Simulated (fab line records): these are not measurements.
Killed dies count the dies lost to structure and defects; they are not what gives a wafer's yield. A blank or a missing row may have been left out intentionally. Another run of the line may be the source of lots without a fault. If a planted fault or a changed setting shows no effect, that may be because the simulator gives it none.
Matching of chambers -- flow n5Finfet -- N5_BEOL_M4_ALD_98 on aldSin-01 has 4 sister chambers
The step deposits SiO2, target thk 2.5 nm, pulse time 1 s, co reactant pulse time 1 s. 20 wafers are shown with their chamber, then 10 later ones without.

== WAFERS, EACH WITH ITS CHAMBER ==
wafer,chamber,heaterPowerW (W),precursorPulseHeightRel
L075.1,0,71,0.964
L075.2,2,78,0.958
L075.5,2,79,1.038
L078.1,3,79,1.024
L078.2,2,81,1.024
L078.5,3,77,1.039
L081.1,1,64,1.009
L081.3,2,80,0.981
L081.6,2,78,1.001
L082.1,3,78,1.000
L082.2,0,71,1.010
L082.3,1,66,1.011
L082.4,2,83,0.983
L082.5,2,81,0.998
L082.6,1,65,0.998
L087.1,1,65,0.993
L087.2,3,77,1.025
L087.5,1,64,1.008
L089.1,0,72,0.995
L089.2,3,76,0.998

SIGNATURES (means of the wafers above)
reading,chamber 0,chamber 1,chamber 2,chamber 3,scatter within a chamber
heaterPowerW,71.33,64.80,80.00,77.40,1.34
precursorPulseHeightRel,0.98967,1.00380,0.99757,1.01720,0.0209
Rule: distance of a wafer from a chamber = root of the sum over the readings of ((wafer's reading minus chamber's mean) / reading's scatter) squared. If the next closest chamber is less than 2 further off than the closest, the wafer can't be placed; otherwise it belongs to the closest. The scatter: the root of (the sum of the squares of (reading less its chamber's mean) over the shown wafers, divided by (wafers less chambers)).

== WAFERS WITHOUT THEIR CHAMBER ==
wafer,heaterPowerW (W),precursorPulseHeightRel
L089.3,66,0.994
L089.4,82,1.026
L089.5,72,1.023
L089.6,63,1.040
L094.1,74,0.978
L094.2,63,1.018
L094.3,80,1.020
L094.4,74,1.025
L094.5,75,0.982
L094.6,75,0.980

== THE CHAMBER EACH PASSED THROUGH ==
wafer,from the rows above,in truth
L089.3,1,1
L089.4,can't be placed: 2 or 3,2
L089.5,0,0
L089.6,1,1
L094.1,can't be placed: 0 or 3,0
L094.2,1,1
L094.3,can't be placed: 2 or 3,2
L094.4,can't be placed: 3 or 0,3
L094.5,can't be placed: 3 or 0 or 2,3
L094.6,can't be placed: 3 or 0 or 2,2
4 of 10 placed correctly. Unplaceable from these rows: 6, with the true chamber sitting among the candidates in 6. Wrongly placed: 0.
